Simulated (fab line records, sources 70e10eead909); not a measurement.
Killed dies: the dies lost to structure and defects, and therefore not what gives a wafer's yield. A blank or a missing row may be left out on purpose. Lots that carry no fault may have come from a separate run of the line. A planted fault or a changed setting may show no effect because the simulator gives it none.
Which tool did it? || flow nand harc || 36 wafers from 12 lots sampled at 6 of the route's 1302 steps

WHAT THE GAUGES SHOWED, per wafer
NHARC_P_STI_CD_MEAS_09: target cd 200 nm. Usual: 200.5 nm for cd nm, sd 2.1.
{"lot": "L229", "measured": "day 3 05:53", "on": "cd sem-03", "cd nm (nm)": "199.0 199.5 203.6", "flag": ""}
{"lot": "L230", "measured": "day 3 17:07", "on": "cd sem-03", "cd nm (nm)": "198.9 202.9 202.5", "flag": ""}
{"lot": "L231", "measured": "day 4 02:56", "on": "cd sem-02", "cd nm (nm)": "198.8 200.2 199.9", "flag": ""}
{"lot": "L232", "measured": "day 4 14:00", "on": "cd sem-01", "cd nm (nm)": "201.1 201.3 201.1", "flag": ""}
{"lot": "L234", "measured": "day 5 10:27", "on": "cd sem-02", "cd nm (nm)": "195.3 194.7 193.6 194.6 194.7 193.8", "flag": ""}
{"lot": "L243", "measured": "day 9 01:42", "on": "cd sem-01", "cd nm (nm)": "197.5 201.7 202.9", "flag": ""}
{"lot": "L244", "measured": "day 9 10:36", "on": "cd sem-03", "cd nm (nm)": "202.0 197.8 199.9", "flag": ""}
{"lot": "L245", "measured": "day 9 21:32", "on": "cd sem-02", "cd nm (nm)": "200.6 197.6 201.4", "flag": ""}
{"lot": "L246", "measured": "day 10 06:25", "on": "cd sem-01", "cd nm (nm)": "202.3 202.2 201.5", "flag": ""}
{"lot": "L247", "measured": "day 10 18:02", "on": "cd sem-02", "cd nm (nm)": "202.5 201.8 199.7", "flag": ""}
{"lot": "L249", "measured": "day 11 15:02", "on": "cd sem-02", "cd nm (nm)": "207.7 201.1 201.0", "flag": ""}
{"lot": "L250", "measured": "day 11 23:20", "on": "cd sem-02", "cd nm (nm)": "201.6 198.3 199.1", "flag": ""}

NHARC_P_STI_CD_MEAS_16. Usual: 200.1 nm for cd nm, sd 2.3.
{"lot": "L229", "measured": "day 3 06:35", "on": "cd sem-02", "cd nm (nm)": "199.7 199.6 203.9", "flag": ""}
{"lot": "L230", "measured": "day 3 17:49", "on": "cd sem-03", "cd nm (nm)": "198.7 203.2 203.1", "flag": ""}
{"lot": "L231", "measured": "day 4 03:38", "on": "cd sem-02", "cd nm (nm)": "196.8 200.2 198.1", "flag": ""}
{"lot": "L232", "measured": "day 4 14:44", "on": "cd sem-02", "cd nm (nm)": "202.5 200.9 199.9", "flag": ""}
{"lot": "L234", "measured": "day 5 14:44", "on": "cd sem-02", "cd nm (nm)": "196.5 194.2 193.6", "flag": ""}
{"lot": "L243", "measured": "day 9 02:25", "on": "cd sem-03", "cd nm (nm)": "197.0 201.5 202.8", "flag": ""}
{"lot": "L244", "measured": "day 9 11:19", "on": "cd sem-02", "cd nm (nm)": "202.2 198.1 200.1", "flag": ""}
{"lot": "L245", "measured": "day 9 22:16", "on": "cd sem-01", "cd nm (nm)": "201.5 198.9 200.8", "flag": ""}
{"lot": "L246", "measured": "day 10 07:07", "on": "cd sem-01", "cd nm (nm)": "202.9 200.1 200.5", "flag": ""}
{"lot": "L247", "measured": "day 10 18:46", "on": "cd sem-03", "cd nm (nm)": "202.9 201.4 200.8", "flag": ""}
{"lot": "L249", "measured": "day 11 15:44", "on": "cd sem-03", "cd nm (nm)": "206.5 201.5 200.7", "flag": ""}
{"lot": "L250", "measured": "day 12 00:02", "on": "cd sem-02", "cd nm (nm)": "200.4 197.6 199.2", "flag": ""}

NHARC_END_SORT_01. Usual: killed at array 57, standard deviation 17; killed at other 0.5, standard deviation 0.82; killed at periphery 4.0, standard deviation 2.8; killed dies 61, standard deviation 18; killed open 2.9, standard deviation 2; killed short 2.3, standard deviation 1.7.
{"lot": "L229", "measured": "day 25 03:32", "on": "prober-02", "killed at array": "66 72 69", "killed at other": "0 0 1", "killed at periphery": "3 1 1", "killed dies": "69 73 71", "killed open": "3 0 1", "killed short": "3 2 3", "flag": ""}
{"lot": "L232", "measured": "day 26 08:29", "on": "prober-02", "killed at array": "59 67 64", "killed at other": "1 0 2", "killed at periphery": "6 4 1", "killed dies": "66 71 67", "killed open": "3 4 3", "killed short": "1 1 1", "flag": ""}
{"lot": "L243", "measured": "day 30 14:07", "on": "prober-01", "killed at array": "43 45 60", "killed at other": "0 0 1", "killed at periphery": "2 3 3", "killed dies": "45 48 64", "killed open": "5 2 5", "killed short": "5 4 4", "flag": ""}
{"lot": "L244", "measured": "day 30 23:37", "on": "prober-01", "killed at array": "53 77 51", "killed at other": "0 0 0", "killed at periphery": "3 4 2", "killed dies": "56 81 53", "killed open": "2 7 3", "killed short": "0 5 1", "flag": ""}
{"lot": "L245", "measured": "day 30 21:55", "on": "prober-02", "killed at array": "75 87 98", "killed at other": "0 0 0", "killed at periphery": "9 8 4", "killed dies": "84 95 102", "killed open": "5 1 0", "killed short": "1 1 0", "flag": ""}
{"lot": "L246", "measured": "day 31 23:53", "on": "prober-01", "killed at array": "53 51 58", "killed at other": "0 0 0", "killed at periphery": "6 5 8", "killed dies": "59 56 66", "killed open": "4 3 4", "killed short": "4 2 4", "flag": ""}
{"lot": "L247", "measured": "day 32 02:22", "on": "prober-02", "killed at array": "77 77 54", "killed at other": "4 0 1", "killed at periphery": "2 8 4", "killed dies": "83 85 59", "killed open": "4 4 3", "killed short": "1 0 2", "flag": ""}
{"lot": "L249", "measured": "day 34 11:12", "on": "prober-02", "killed at array": "68 62 81", "killed at other": "0 0 0", "killed at periphery": "8 11 7", "killed dies": "76 73 88", "killed open": "1 8 0", "killed short": "4 1 3", "flag": ""}
{"lot": "L250", "measured": "day 34 00:55", "on": "prober-02", "killed at array": "77 58 58", "killed at other": "1 0 1", "killed at periphery": "6 4 1", "killed dies": "84 62 60", "killed open": "5 3 2", "killed short": "6 1 3", "flag": ""}

WHICH TOOL RAN EACH LOT (tool, then ch and the chambers of the sampled wafers, then the start)
{"lot": "L229", "NHARC_P_ZERO_WELL_DESCUM_13": "rie diel-10 ch 1,2, day 2 07:24", "NHARC_P_ZERO_WELL_DESCUM_26": "rie diel-07 ch 0,1,2, day 2 08:48", "NHARC_P_STI_EXPOSE_06": "krf scanner-02 ch 0, day 3 05:45"}
{"lot": "L230", "NHARC_P_ZERO_WELL_DESCUM_13": "rie diel-07 ch 0,2,3, day 2 17:16", "NHARC_P_ZERO_WELL_DESCUM_26": "rie diel-07 ch 0,1, day 2 18:37", "NHARC_P_STI_EXPOSE_06": "krf scanner-03 ch 0, day 3 16:58"}
{"lot": "L231", "NHARC_P_ZERO_WELL_DESCUM_13": "rie diel-10 ch 1,2,3, day 3 03:25", "NHARC_P_ZERO_WELL_DESCUM_26": "rie diel-08 ch 0,1,2, day 3 04:46", "NHARC_P_STI_EXPOSE_06": "krf scanner-04 ch 0, day 4 02:47"}
{"lot": "L232", "NHARC_P_ZERO_WELL_DESCUM_13": "rie diel-07 ch 0,1,2, day 3 13:25", "NHARC_P_ZERO_WELL_DESCUM_26": "rie diel-08 ch 0,3, day 3 14:46", "NHARC_P_STI_EXPOSE_06": "krf scanner-03 ch 0, day 4 13:51"}
{"lot": "L234", "NHARC_P_ZERO_WELL_DESCUM_13": "rie diel-08 ch 0,1,2, day 4 09:27", "NHARC_P_ZERO_WELL_DESCUM_26": "rie diel-08 ch 0,3, day 4 11:47", "NHARC_P_STI_EXPOSE_06": "krf scanner-02 ch 0, day 5 10:18"}
{"lot": "L243", "NHARC_P_ZERO_WELL_DESCUM_13": "rie diel-07 ch 0,1,3, day 8 03:23", "NHARC_P_ZERO_WELL_DESCUM_26": "rie diel-07 ch 1,2,3, day 8 04:38", "NHARC_P_STI_EXPOSE_06": "krf scanner-02 ch 0, day 9 01:33"}
{"lot": "L244", "NHARC_P_ZERO_WELL_DESCUM_13": "rie diel-08 ch 2,3, day 8 13:23", "NHARC_P_ZERO_WELL_DESCUM_26": "rie diel-07 ch 1,2, day 8 14:40", "NHARC_P_STI_EXPOSE_06": "krf scanner-03 ch 0, day 9 10:27"}
{"lot": "L245", "NHARC_P_ZERO_WELL_DESCUM_13": "rie diel-10 ch 0,2,3, day 8 23:18", "NHARC_P_ZERO_WELL_DESCUM_26": "rie diel-08 ch 0,1,2, day 9 00:41", "NHARC_P_STI_EXPOSE_06": "krf scanner-02 ch 0, day 9 21:23"}
{"lot": "L246", "NHARC_P_ZERO_WELL_DESCUM_13": "rie diel-10 ch 0,2,3, day 9 09:17", "NHARC_P_ZERO_WELL_DESCUM_26": "rie diel-07 ch 1,2,3, day 9 10:40", "NHARC_P_STI_EXPOSE_06": "krf scanner-03 ch 0, day 10 06:16"}
{"lot": "L247", "NHARC_P_ZERO_WELL_DESCUM_13": "rie diel-10 ch 0,1,3, day 9 19:26", "NHARC_P_ZERO_WELL_DESCUM_26": "rie diel-10 ch 0,1,3, day 9 21:11", "NHARC_P_STI_EXPOSE_06": "krf scanner-02 ch 0, day 10 17:54"}
{"lot": "L249", "NHARC_P_ZERO_WELL_DESCUM_13": "rie diel-08 ch 2,3, day 10 15:16", "NHARC_P_ZERO_WELL_DESCUM_26": "rie diel-07 ch 1,2,3, day 10 16:38", "NHARC_P_STI_EXPOSE_06": "krf scanner-02 ch 0, day 11 14:53"}
{"lot": "L250", "NHARC_P_ZERO_WELL_DESCUM_13": "rie diel-10 ch 0,1, day 11 01:17", "NHARC_P_ZERO_WELL_DESCUM_26": "rie diel-07 ch 0,1, day 11 02:40", "NHARC_P_STI_EXPOSE_06": "krf scanner-04 ch 0, day 11 23:11"}
- NHARC_P_ZERO_WELL_DESCUM_13: chemistry O2, time 3 s.
- NHARC_P_ZERO_WELL_DESCUM_26: chemistry O2, time 3 s.
- NHARC_P_STI_EXPOSE_06: exposes mask P STI, target cd 200 nm.

AS READ BY THE TOOLS THEMSELVES (means over the sampled wafers that have a number; for cases with no such wafer, the mark the record gives instead)
NHARC_P_ZERO_WELL_DESCUM_13. Usual: drypump motor current A 5.8 A, standard deviation 0.44; oes product au 1.002 a.u., standard deviation 0.01; rf vpp V 57.7 V, standard deviation 0.86; showerhead plenum p Torr 1.90 Torr, standard deviation 0.082; throttle valve pct 11.311 %, standard deviation 0.0083.
{"lot": "L229", "tool": "rie diel-10", "drypump motor current A (A)": 5.4, "oes product au (a.u.)": 0.999, "rf vpp V (V)": 57.8, "showerhead plenum p Torr (Torr)": 1.92, "throttle valve pct (%)": 11.319, "flag": ""}
{"lot": "L230", "tool": "rie diel-07", "drypump motor current A (A)": 5.9, "oes product au (a.u.)": 0.991, "rf vpp V (V)": 57.2, "showerhead plenum p Torr (Torr)": 1.83, "throttle valve pct (%)": 11.321, "flag": ""}
{"lot": "L231", "tool": "rie diel-10", "drypump motor current A (A)": 5.4, "oes product au (a.u.)": 1.006, "rf vpp V (V)": 57.8, "showerhead plenum p Torr (Torr)": 1.88, "throttle valve pct (%)": 11.308, "flag": ""}
{"lot": "L232", "tool": "rie diel-07", "drypump motor current A (A)": 5.8, "oes product au (a.u.)": 0.993, "rf vpp V (V)": 57.2, "showerhead plenum p Torr (Torr)": 1.87, "throttle valve pct (%)": 11.315, "flag": ""}
{"lot": "L234", "tool": "rie diel-08", "drypump motor current A (A)": 6.4, "oes product au (a.u.)": 1.006, "rf vpp V (V)": 58.0, "showerhead plenum p Torr (Torr)": 2.00, "throttle valve pct (%)": 11.318, "flag": ""}
{"lot": "L243", "tool": "rie diel-07", "drypump motor current A (A)": 5.6, "oes product au (a.u.)": 0.990, "rf vpp V (V)": 57.8, "showerhead plenum p Torr (Torr)": 1.88, "throttle valve pct (%)": 11.313, "flag": ""}
{"lot": "L244", "tool": "rie diel-08", "drypump motor current A (A)": 6.2, "oes product au (a.u.)": 1.001, "rf vpp V (V)": 57.6, "showerhead plenum p Torr (Torr)": 1.97, "throttle valve pct (%)": 11.307, "flag": ""}
{"lot": "L245", "tool": "rie diel-10", "drypump motor current A (A)": 5.5, "oes product au (a.u.)": 1.013, "rf vpp V (V)": 57.7, "showerhead plenum p Torr (Torr)": 1.84, "throttle valve pct (%)": 11.314, "flag": ""}
{"lot": "L246", "tool": "rie diel-10", "drypump motor current A (A)": 5.5, "oes product au (a.u.)": 1.008, "rf vpp V (V)": 56.8, "showerhead plenum p Torr (Torr)": 1.84, "throttle valve pct (%)": 11.317, "flag": ""}
{"lot": "L247", "tool": "rie diel-10", "drypump motor current A (A)": 5.4, "oes product au (a.u.)": 1.002, "rf vpp V (V)": 57.0, "showerhead plenum p Torr (Torr)": 1.89, "throttle valve pct (%)": 11.303, "flag": ""}
{"lot": "L249", "tool": "rie diel-08", "drypump motor current A (A)": 6.0, "oes product au (a.u.)": 1.000, "rf vpp V (V)": 58.5, "showerhead plenum p Torr (Torr)": 1.90, "throttle valve pct (%)": 11.310, "flag": ""}
{"lot": "L250", "tool": "rie diel-10", "drypump motor current A (A)": 5.4, "oes product au (a.u.)": 0.992, "rf vpp V (V)": 57.9, "showerhead plenum p Torr (Torr)": 1.92, "throttle valve pct (%)": 11.311, "flag": ""}

NHARC_P_ZERO_WELL_DESCUM_26. Usual: drypump motor current A 5.8 A, standard deviation 0.43; oes product au 1.002 a.u., standard deviation 0.011; rf vpp V 57.7 V, standard deviation 0.91; showerhead plenum p Torr 1.90 Torr, standard deviation 0.09; throttle valve pct 11.311 %, standard deviation 0.0084.
{"lot": "L229", "tool": "rie diel-07", "drypump motor current A (A)": 5.8, "oes product au (a.u.)": 0.998, "rf vpp V (V)": 57.9, "showerhead plenum p Torr (Torr)": 1.88, "throttle valve pct (%)": 11.302, "flag": ""}
{"lot": "L230", "tool": "rie diel-07", "drypump motor current A (A)": 5.5, "oes product au (a.u.)": 0.995, "rf vpp V (V)": 57.6, "showerhead plenum p Torr (Torr)": 1.95, "throttle valve pct (%)": 11.312, "flag": ""}
{"lot": "L231", "tool": "rie diel-08", "drypump motor current A (A)": 6.3, "oes product au (a.u.)": 1.015, "rf vpp V (V)": 59.0, "showerhead plenum p Torr (Torr)": 2.01, "throttle valve pct (%)": 11.309, "flag": ""}
{"lot": "L232", "tool": "rie diel-08", "drypump motor current A (A)": 5.9, "oes product au (a.u.)": 1.004, "rf vpp V (V)": 57.6, "showerhead plenum p Torr (Torr)": 2.00, "throttle valve pct (%)": 11.313, "flag": ""}
{"lot": "L234", "tool": "rie diel-08", "drypump motor current A (A)": 5.8, "oes product au (a.u.)": 1.006, "rf vpp V (V)": 58.3, "showerhead plenum p Torr (Torr)": 1.94, "throttle valve pct (%)": 11.305, "flag": ""}
{"lot": "L243", "tool": "rie diel-07", "drypump motor current A (A)": 5.6, "oes product au (a.u.)": 1.000, "rf vpp V (V)": 57.7, "showerhead plenum p Torr (Torr)": 1.87, "throttle valve pct (%)": 11.317, "flag": ""}
{"lot": "L244", "tool": "rie diel-07", "drypump motor current A (A)": 5.9, "oes product au (a.u.)": 1.010, "rf vpp V (V)": 58.1, "showerhead plenum p Torr (Torr)": 1.85, "throttle valve pct (%)": 11.308, "flag": ""}
{"lot": "L245", "tool": "rie diel-08", "drypump motor current A (A)": 6.3, "oes product au (a.u.)": 1.003, "rf vpp V (V)": 57.7, "showerhead plenum p Torr (Torr)": 1.99, "throttle valve pct (%)": 11.309, "flag": ""}
{"lot": "L246", "tool": "rie diel-07", "drypump motor current A (A)": 5.6, "oes product au (a.u.)": 1.003, "rf vpp V (V)": 57.8, "showerhead plenum p Torr (Torr)": 1.87, "throttle valve pct (%)": 11.311, "flag": ""}
{"lot": "L247", "tool": "rie diel-10", "drypump motor current A (A)": 5.4, "oes product au (a.u.)": 0.998, "rf vpp V (V)": 57.6, "showerhead plenum p Torr (Torr)": 1.89, "throttle valve pct (%)": 11.296, "flag": ""}
{"lot": "L249", "tool": "rie diel-07", "drypump motor current A (A)": 5.6, "oes product au (a.u.)": 0.993, "rf vpp V (V)": 57.1, "showerhead plenum p Torr (Torr)": 1.87, "throttle valve pct (%)": 11.306, "flag": ""}
{"lot": "L250", "tool": "rie diel-07", "drypump motor current A (A)": 5.8, "oes product au (a.u.)": 0.999, "rf vpp V (V)": 57.7, "showerhead plenum p Torr (Torr)": 1.86, "throttle valve pct (%)": 11.313, "flag": ""}

THE ANSWER, worked out from the rows above alone
Rule: take the mean of a lot's wafers that have a number; if it is more than 3 standard deviations from the usual mean, the lot is off. A lot without any number at a reading at which 4 lots or more have one is off too. Where the step has rows for the other lots, those lots are counted as sound. The gauges are gone through in route order, then the tools' own readings, and for those a lot's mean is taken as printed above. The first step at which some lot is off is used, and at that step the reading that is off furthest; a lot without a number counts as furthest.
No lot is off on any of the readings shown, so nothing can be concluded from this.

WHAT THE SIMULATOR HAD PUT IN
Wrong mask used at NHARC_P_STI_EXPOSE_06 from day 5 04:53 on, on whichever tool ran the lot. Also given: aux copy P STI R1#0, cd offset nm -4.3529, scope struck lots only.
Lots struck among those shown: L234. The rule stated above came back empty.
